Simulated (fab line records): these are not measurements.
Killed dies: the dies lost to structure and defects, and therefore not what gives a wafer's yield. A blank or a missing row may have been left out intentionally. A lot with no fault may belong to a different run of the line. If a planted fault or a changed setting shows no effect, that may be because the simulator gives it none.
Matching of chambers | flow nand-harc | NHARC_P_GATE_ETCH_32 on rie-si-06 has 4 sister chambers
The step etches the open film in HBr/Cl2, target depth 150 nm, time 100.1 s. 8 wafers are shown with their chamber, then 8 later ones without.

WAFERS, EACH WITH ITS CHAMBER
wafer  | chamber | drypump-motor-current-A (A) | oes-product-au (a.u.)
L083.3 | 3       | 5.0                         | 0.986
L085.1 | 1       | 6.5                         | 1.015
L085.2 | 3       | 4.9                         | 0.993
L085.3 | 2       | 5.5                         | 0.999
L086.1 | 1       | 6.5                         | 1.006
L086.2 | 0       | 5.5                         | 1.023
L086.6 | 0       | 5.6                         | 1.020
L090.2 | 2       | 5.5                         | 0.980

WAFERS MISSING THEIR CHAMBER
wafer  | drypump-motor-current-A (A) | oes-product-au (a.u.)
L090.3 | 5.0                         | 0.989
L090.6 | 6.5                         | 1.005
L092.3 | 6.5                         | 0.999
L092.5 | 5.0                         | 0.986
L092.6 | 5.5                         | 0.997
L093.2 | 6.5                         | 0.988
L093.4 | 4.9                         | 0.978
L093.5 | 6.5                         | 0.994

THE CHAMBER EACH PASSED THROUGH
wafer  | from the rows above | in truth
L090.3 | 3                   | 3
L090.6 | 1                   | 1
L092.3 | 1                   | 1
L092.5 | 3                   | 3
L092.6 | 2                   | 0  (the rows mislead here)
L093.2 | 1                   | 1
L093.4 | 3                   | 3
L093.5 | 1                   | 1
7 of 8 placed correctly. From these rows, 0 cannot be placed. Wrongly placed: 1.
How it was worked out, from the rows above alone: a wafer's distance from a chamber is the root of the sum, over the readings, of the square of ((its reading less the chamber's mean) divided by the reading's scatter). If the next closest chamber is less than 2 further off than the closest, the wafer can't be placed; otherwise it belongs to the closest. A chamber's mean is the mean of its shown wafers. How the scatter is found: for the shown wafers, subtract from each reading the mean of its chamber, square and add these, divide the total by (wafers less chambers), then take the root.
